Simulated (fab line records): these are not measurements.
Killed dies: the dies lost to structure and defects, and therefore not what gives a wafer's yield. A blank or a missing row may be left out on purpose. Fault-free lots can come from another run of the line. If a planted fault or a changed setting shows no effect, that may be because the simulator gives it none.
fab line records ; flow nand_harc
record: lots: 12; wafers: 36; last_day: 33
route steps=1302 shown P_GATE@172 END@1302
lots that met no fault: from a run of the same line without faults
start_h: hours from the record's opening day to when the first of the lot's shown wafers began ; wait_h: hours since the lot's step before ; " unchanged from the row above ; L1.1+2: a row that stands for several wafers ; - no value present, or no start provided ; * or withheld: withheld ; < > ~ a bound
route shown NAME@n: names a module that has steps shown in the file, with the first one's number in the route ; usual: mean and standard deviation over wafers with no fault ; same: alike in all rows ; chamber/n: place in a boat ; sites: per-site readings ; _std_site: standard deviation across them ; _edge_site: the outer-site mean with the inner-site mean subtracted ; radius_mm: for every site, how far away it sits from the centre of the wafer ; mask NAME#n: copy n ; behind: the last tool/chamber to shape the wafer ; hold: reason for holding the lot/hours on hold/outcome of the hold ; device: whichever transistor did not switch (one of n, p or np) ; end of line: tests run on the same wafers once the route is complete ; step lacking rows: just its recipe ; killed: the dies lost at the first sort to structure and to defects; this is not the yield of the wafer ; map: a wafer's dies, x killed, . not, _ none there
set.NAME: the run value of the setting; set.NAME@STEP: its run value at that earlier step ; model.NAME: the simulator's own value behind a step, which no gauge read
steps of the route over a sample of lots; a table a step, a row a wafer
services: the hour from which a tool's chamber was out of use, counted from the record's first day as start_h (under 0 if before that day), plus the number of hours and why
== steps ==
step: NHARC_P_GATE_DESCUM_48
recipe: time_s: 3; o2_flow_sccm: 200; ar_flow_sccm: 0; bias_power_w: 0; chemistry: O2
usual: drypump_motor_current_A: 5.7/0.48; oes_product_au: 1.001/0.0085; rf_vpp_V: 57.7/0.89; showerhead_plenum_p_Torr: 1.91/0.079; throttle_valve_pct: 11.310/0.0091
same: time_s: 3
lot.wafer;tool;chamber;start_h;wait_h;drypump_motor_current_A;oes_product_au;rf_hours_counter_h;rf_vpp_V;showerhead_plenum_p_Torr;throttle_valve_pct
L437.2;rie_diel-02;1;119.14;-;5.8;1.016;7.2;58.5;1.81;11.318
L437.3;rie_diel-02;2;119.14;-;5.9;1.002;6.6;58.8;2.04;11.310
L437.5;rie_diel-02;2;119.14;-;5.9;1.011;-;58.3;2.04;11.324
L439.2;rie_diel-02;1;125.00;-;5.8;1.006;7.3;56.7;1.81;11.322
L439.1;rie_diel-02;2;125.00;-;6.0;0.995;6.7;59.5;2.04;11.318
L439.4;rie_diel-02;0;125.00;-;5.0;0.989;5.8;58.2;1.92;11.316
L438.4;rie_diel-06;0;125.16;-;5.9;0.994;6.0;59.0;1.95;11.301
L438.1;rie_diel-06;2;125.16;-;5.2;0.984;7.9;56.0;1.78;11.312
L438.6;rie_diel-06;0;125.16;-;5.9;1.006;-;59.3;1.95;11.304
L441.3;rie_diel-10;3;149.65;-;6.4;1.005;3.4;56.0;1.80;11.313
L441.1;rie_diel-10;0;149.65;-;5.7;0.999;3.8;58.5;1.85;11.317
L441.5;rie_diel-10;2;149.65;-;6.4;1.001;-;55.7;1.90;11.296
L440.3;rie_diel-02;2;151.88;-;6.0;0.996;7.7;57.9;2.04;11.307
L440.2;rie_diel-02;3;151.88;-;5.3;0.992;7.5;57.1;1.91;11.301
L440.4;rie_diel-02;1;151.88;-;5.8;1.004;8.1;57.8;1.81;11.318
L442.2;rie_diel-02;3;167.48;-;5.3;0.996;8.6;57.4;1.91;11.315
L442.4;rie_diel-02;0;167.48;-;5.0;0.984;8.3;57.6;1.92;11.293
L442.1;rie_diel-02;1;167.48;-;5.8;1.002;10.2;56.8;1.81;11.297
L444.4;rie_diel-06;2;180.66;-;5.2;1.012;1.3;57.6;1.78;11.313
L444.3;rie_diel-06;0;180.66;-;5.9;1.000;1.1;59.1;1.95;11.309
L444.5;rie_diel-06;1;180.66;-;5.1;1.001;-;57.9;1.97;11.326
L445.4;rie_diel-10;2;187.26;-;6.4;1.007;5.0;57.6;1.90;11.318
L445.1;rie_diel-10;3;187.26;-;6.3;1.004;6.8;56.0;1.80;11.300
L445.5;rie_diel-10;2;187.26;-;6.4;1.003;-;57.2;1.90;11.321
L446.2;rie_diel-10;3;194.72;-;6.3;1.004;7.5;57.1;1.80;11.323
L446.3;rie_diel-10;2;194.72;-;6.4;1.000;5.8;58.3;1.90;11.318
L446.5;rie_diel-10;3;194.72;-;6.3;1.001;-;57.6;1.80;11.319
L447.1;rie_diel-10;0;215.10;-;5.7;1.015;8.8;56.4;1.84;11.306
L447.2;rie_diel-10;2;215.10;-;6.4;1.005;7.1;57.8;1.90;11.310
L447.4;rie_diel-10;3;215.10;-;6.4;1.023;8.6;58.2;1.80;11.310
L449.1;rie_diel-10;1;223.03;-;5.2;1.006;9.5;57.3;1.95;11.295
L449.4;rie_diel-10;2;223.03;-;6.4;1.006;7.6;58.1;1.90;11.325
L449.3;rie_diel-10;3;223.03;-;6.4;1.009;9.2;57.0;1.80;11.314
L459.1;rie_diel-06;3;326.81;-;6.2;1.007;0.9;58.9;1.97;11.323
L459.2;rie_diel-06;1;326.81;-;5.0;1.004;0.5;57.9;1.97;11.322
L459.3;rie_diel-06;2;326.81;-;5.2;1.000;0.9;57.7;1.78;11.325
step: NHARC_P_GATE_STRIP_112
recipe: power_w: 1500; temp_c: 110; time_s: 200; chemistry: N2/H2
usual: drypump_motor_current_A: 5.7/0.34; heater_power_w: 88.5/2.5; temp_c: 109.97/0.15
same: time_s: 200
lot.wafer;tool;chamber;start_h;wait_h;drypump_motor_current_A;heater_power_w;rf_hours_counter_h;temp_c
L437.2;plasma_asher-01;0;121.14;0.2;5.9;84.4;24;110.15
L437.3;plasma_asher-01;1;121.14;0.2;5.2;91.9;-;109.97
L437.5;plasma_asher-01;0;121.14;0.2;5.8;85.9;-;110.24
L439.2;plasma_asher-02;0;126.99;0.2;5.4;89.2;9;109.99
L439.1;plasma_asher-02;1;126.99;0.2;6.1;89.1;9;109.80
L439.4;plasma_asher-02;1;126.99;0.2;6.1;86.6;-;109.80
L438.1;plasma_asher-01;0;127.48;0.4;5.8;85.3;26;110.05
L438.4;plasma_asher-01;1;127.48;0.4;5.2;92.1;-;109.99
L438.6;plasma_asher-01;0;127.48;0.4;5.8;83.7;-;110.01
L441.1;plasma_asher-02;0;151.62;0.2;5.4;89.1;15;109.91
L441.3;plasma_asher-02;0;151.62;0.2;5.4;84.8;-;110.13
L441.5;plasma_asher-02;1;151.62;0.2;6.1;90.2;-;109.75
L440.2;plasma_asher-02;1;153.88;0.2;6.1;86.7;15;109.99
L440.4;plasma_asher-02;1;153.88;0.2;6.1;87.2;-;109.93
L440.3;plasma_asher-02;0;153.88;0.2;5.4;86.6;-;109.99
L442.1;plasma_asher-02;1;169.47;0.2;6.1;92.2;20;110.11
L442.2;plasma_asher-02;0;169.47;0.2;5.4;88.4;20;110.19
L442.4;plasma_asher-02;0;169.47;0.2;5.4;86.4;-;110.27
L444.3;plasma_asher-02;0;182.89;0.2;5.4;88.0;-;109.78
L444.4;plasma_asher-02;1;182.89;0.2;6.1;91.0;-;109.92
L444.5;plasma_asher-02;1;182.89;0.2;6.1;90.2;-;110.00
L445.1;plasma_asher-02;1;189.31;0.2;6.1;90.2;25;109.82
L445.4;plasma_asher-02;0;189.31;0.2;5.4;88.1;-;109.90
L445.5;plasma_asher-02;1;189.31;0.2;6.1;91.7;-;109.95
L446.2;plasma_asher-01;0;196.80;0.2;5.9;87.7;6;109.87
L446.3;plasma_asher-01;1;196.80;0.2;5.2;85.9;-;109.80
L446.5;plasma_asher-01;1;196.80;0.2;5.2;86.3;-;110.03
L447.1;plasma_asher-02;0;217.23;0.2;5.4;89.1;29;110.36
L447.2;plasma_asher-02;1;217.23;0.2;6.1;88.5;29;109.82
L447.4;plasma_asher-02;0;217.23;0.2;5.4;89.1;-;110.01
L449.1;plasma_asher-01;1;225.39;0.2;5.2;85.3;11;109.96
L449.4;plasma_asher-01;0;225.39;0.2;5.8;87.0;-;109.83
L449.3;plasma_asher-01;1;225.39;0.2;5.2;84.8;-;110.00
L459.1;plasma_asher-02;1;328.93;0.2;6.1;92.8;14;109.89
L459.2;plasma_asher-02;0;328.93;0.2;5.4;91.0;14;109.80
L459.3;plasma_asher-02;0;328.93;0.2;5.4;91.4;-;109.82
step: NHARC_P_GATE_STRIP_113
recipe: power_w: 1500; temp_c: 110; time_s: 740; chemistry: N2/H2
usual: drypump_motor_current_A: 5.7/0.34; heater_power_w: 88.4/2.3; temp_c: 110.01/0.12
same: time_s: 740
lot.wafer;tool;chamber;start_h;wait_h;drypump_motor_current_A;heater_power_w;rf_hours_counter_h;temp_c
L437.2;plasma_asher-02;1;122.85;0.3;6.1;90.4;7;109.90
L437.3;plasma_asher-02;0;122.85;0.3;5.4;88.4;-;110.04
L437.5;plasma_asher-02;0;122.85;0.3;5.4;89.7;-;110.01
L439.2;plasma_asher-02;1;128.71;0.2;6.1;89.3;10;110.15
L439.1;plasma_asher-02;0;128.71;0.2;5.4;83.7;10;109.94
L439.4;plasma_asher-02;0;128.71;0.2;5.4;86.9;-;110.16
L438.1;plasma_asher-02;1;129.49;0.5;6.1;89.9;10;109.88
L438.4;plasma_asher-02;1;129.49;0.5;6.1;88.8;-;109.93
L438.6;plasma_asher-02;1;129.49;0.5;6.1;90.3;-;109.90
L441.1;plasma_asher-01;1;153.65;0.2;5.2;89.2;32;110.14
L441.3;plasma_asher-01;1;153.65;0.2;5.2;94.2;-;110.17
L441.5;plasma_asher-01;0;153.65;0.2;5.8;86.8;-;109.87
L440.2;plasma_asher-02;1;155.59;0.2;6.1;87.7;16;110.14
L440.4;plasma_asher-02;1;155.59;0.2;6.1;87.5;-;110.02
L440.3;plasma_asher-02;0;155.59;0.2;5.4;89.3;-;110.15
L442.1;plasma_asher-02;0;171.19;0.2;5.4;89.6;21;109.90
L442.2;plasma_asher-02;1;171.19;0.2;6.1;90.9;21;110.12
L442.4;plasma_asher-02;1;171.19;0.2;6.1;90.2;-;109.91
L444.4;plasma_asher-01;0;184.65;0.3;5.9;84.6;-;109.75
L444.3;plasma_asher-01;1;184.65;0.3;5.2;85.6;-;110.16
L444.5;plasma_asher-01;0;184.65;0.3;5.8;86.4;-;109.94
L445.1;plasma_asher-01;1;190.97;0.2;5.2;84.2;4;110.28
L445.4;plasma_asher-01;0;190.97;0.2;5.9;88.2;-;110.03
L445.5;plasma_asher-01;0;190.97;0.2;5.8;87.0;-;109.99
L446.2;plasma_asher-02;1;198.71;0.3;6.1;89.0;27;110.17
L446.3;plasma_asher-02;1;198.71;0.3;6.1;89.5;-;110.15
L446.5;plasma_asher-02;0;198.71;0.3;5.4;88.6;-;109.87
L447.1;plasma_asher-01;0;218.93;0.2;5.8;87.6;9;109.92
L447.2;plasma_asher-01;1;218.93;0.2;5.2;86.2;9;110.13
L447.4;plasma_asher-01;1;218.93;0.2;5.2;87.5;-;109.97
L449.1;plasma_asher-01;1;227.01;0.2;5.2;86.5;12;109.99
L449.3;plasma_asher-01;1;227.01;0.2;5.2;84.8;-;109.90
L449.4;plasma_asher-01;0;227.01;0.2;5.8;89.4;-;109.96
L459.2;plasma_asher-01;1;330.52;0.2;5.2;82.5;32;110.08
L459.1;plasma_asher-01;0;330.52;0.2;5.9;90.4;32;110.03
L459.3;plasma_asher-01;0;330.52;0.2;5.8;89.0;-;109.97
step: NHARC_P_GATE_STRIP_67
recipe: time_s: 600; temp_c: 130; chemistry: SPM
usual: bath_guard_temp_C: 129.9/0.54; temp_c: 129.99/0.15
same: time_s: 600
lot.wafer;tool;chamber;start_h;wait_h;bath_guard_temp_C;temp_c
L437.3;wet_bench-05;0;124.80;0.1;129.7;130.07
L437.5;wet_bench-05;2;124.80;0.1;130.4;130.25
L437.2;wet_bench-05;4;124.80;0.1;129.9;130.04
L439.2;wet_bench-01;0;130.82;0.2;130.4;130.10
L439.4;wet_bench-01;2;130.82;0.2;129.1;129.94
L439.1;wet_bench-01;3;130.82;0.2;129.9;129.98
L438.6;wet_bench-07;7;131.59;0.0;129.6;130.15
L438.1;wet_bench-07;0;131.59;0.0;130.1;129.90
L438.4;wet_bench-07;2;131.59;0.0;129.6;129.75
L441.3;wet_bench-05;1;155.75;0.1;130.7;129.75
L441.5;wet_bench-05;3;155.75;0.1;129.4;130.02
L441.1;wet_bench-05;6;155.75;0.1;130.3;130.15
L440.3;wet_bench-01;4;157.66;0.1;128.8;130.18
L440.2;wet_bench-01;7;157.66;0.1;130.5;130.19
L440.4;wet_bench-01;0;157.66;0.1;130.2;129.95
L442.2;wet_bench-07;5;173.28;0.1;130.6;129.80
L442.1;wet_bench-07;7;173.28;0.1;129.9;129.93
L442.4;wet_bench-07;1;173.28;0.1;130.1;129.78
L444.4;wet_bench-07;0;186.85;0.2;130.0;130.16
L444.3;wet_bench-07;1;186.85;0.2;130.3;129.70
L444.5;wet_bench-07;3;186.85;0.2;130.0;130.12
L445.1;wet_bench-07;7;193.06;0.2;129.9;130.28
L445.4;wet_bench-07;0;193.06;0.2;130.0;129.88
L445.5;wet_bench-07;2;193.06;0.2;129.4;129.80
L446.3;wet_bench-07;6;200.67;0.1;129.3;129.75
L446.2;wet_bench-07;1;200.67;0.1;130.2;130.06
L446.5;wet_bench-07;2;200.67;0.1;129.7;130.10
L447.1;wet_bench-05;1;221.02;0.2;130.7;130.06
L447.4;wet_bench-05;3;221.02;0.2;130.2;130.10
L447.2;wet_bench-05;5;221.02;0.2;130.5;130.13
L449.4;wet_bench-07;2;229.10;0.1;129.4;129.79
L449.1;wet_bench-07;4;229.10;0.1;129.3;130.20
L449.3;wet_bench-07;6;229.10;0.1;129.6;129.82
L459.1;wet_bench-07;1;332.59;0.2;130.1;130.07
L459.3;wet_bench-07;4;332.59;0.2;123.2;124.04
L459.2;wet_bench-07;5;332.59;0.2;130.6;129.99
step: NHARC_END_SORT_01
recipe: temp_c: 25
usual: killed_at_array: 56/21; killed_at_other: 0.8/1; killed_at_periphery: 3.6/2.8; killed_dies: 60/20; killed_open: 3.2/1.9; killed_short: 2.4/1.6
same: gross_dies: 677
lot.wafer;tool;chamber;start_h;wait_h;killed_at_array;killed_at_other;killed_at_periphery;killed_dies;killed_open;killed_short
L459.3;prober-01;0;794.06;3.1;33;0;5;38;2;2
killed by level:class
L459.3 A_SLIT:chamber_film_flake=26 A_M1:chamber_film_flake=3 P_STI:chamber_film_flake=3 P_CONTACT:geometric_particle:open=1 A_CHANNEL_FILL_D2:geometric_particle:short=1 A_WL_FILL:geometric_particle:short=1 A_WL_FILL:geometric_particle:open=1 P_M2:chamber_film_flake=1
== services ==
tool;chamber;start_h;hours;kind
plasma_asher-01;-;97.82;1.6;repair
wet_bench-01;-;101.60;8.0;pm
rie_diel-02;0;109.07;7.3;repair
plasma_asher-02;-;115.98;1.5;repair
rie_diel-06;-;130.20;9.0;pm
plasma_asher-01;-;156.52;0.3;repair
plasma_asher-01;-;159.12;3.5;repair
rie_diel-10;2;159.56;16.5;repair
wet_bench-07;-;160.00;8.0;pm
plasma_asher-01;-;165.00;9.0;pm
rie_diel-10;1;170.50;2.6;repair
plasma_asher-02;-;173.71;7.3;repair
rie_diel-06;3;182.51;5.0;repair
rie_diel-02;1;190.69;22.9;repair
rie_diel-06;2;192.54;2.5;repair
rie_diel-02;0;192.58;42.1;repair
rie_diel-02;-;216.85;9.0;pm
rie_diel-10;-;232.16;0.1;repair
rie_diel-10;-;242.50;9.0;pm
plasma_asher-02;-;249.00;9.0;pm
plasma_asher-02;0;249.00;9.0;vent_cycle
wet_bench-05;-;260.83;8.0;pm
wet_bench-01;-;277.60;8.0;pm
rie_diel-06;-;307.20;9.0;pm
== key ==
first_sign: step: NHARC_P_GATE_STRIP_67; reading: temp_c; direction: down; sigmas: 41; usual: *; struck: *
effect: step: NHARC_P_GATE_STRIP_67; reading: bath_guard_temp_C; direction: down; sigmas: 12; usual: *; struck: *
met_at NHARC_P_GATE_STRIP_67
struck_lots L459
struck_wafers L459.3
tester_left_out L459
not_acting_at NHARC_P_GATE_DESCUM_48,NHARC_P_GATE_STRIP_112,NHARC_P_GATE_STRIP_113
onset_between 229.10 332.59
fault: kind: process_parameter_drift; tool: wet_bench-07; chamber: 4; onset_h: 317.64; steps: NHARC_P_GATE_STRIP_67; channel: temp_c; offset: *; shape: step; end_h: 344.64; acts_in: *; stated: *
tester_left_out: of these lots the tester's yield and bins aren't shown, on N5 and GAA mostly nor the transistor test; their killed dies are dies lost to structure and defects alone, not to doping, threshold or leakage, so they don't give the yield
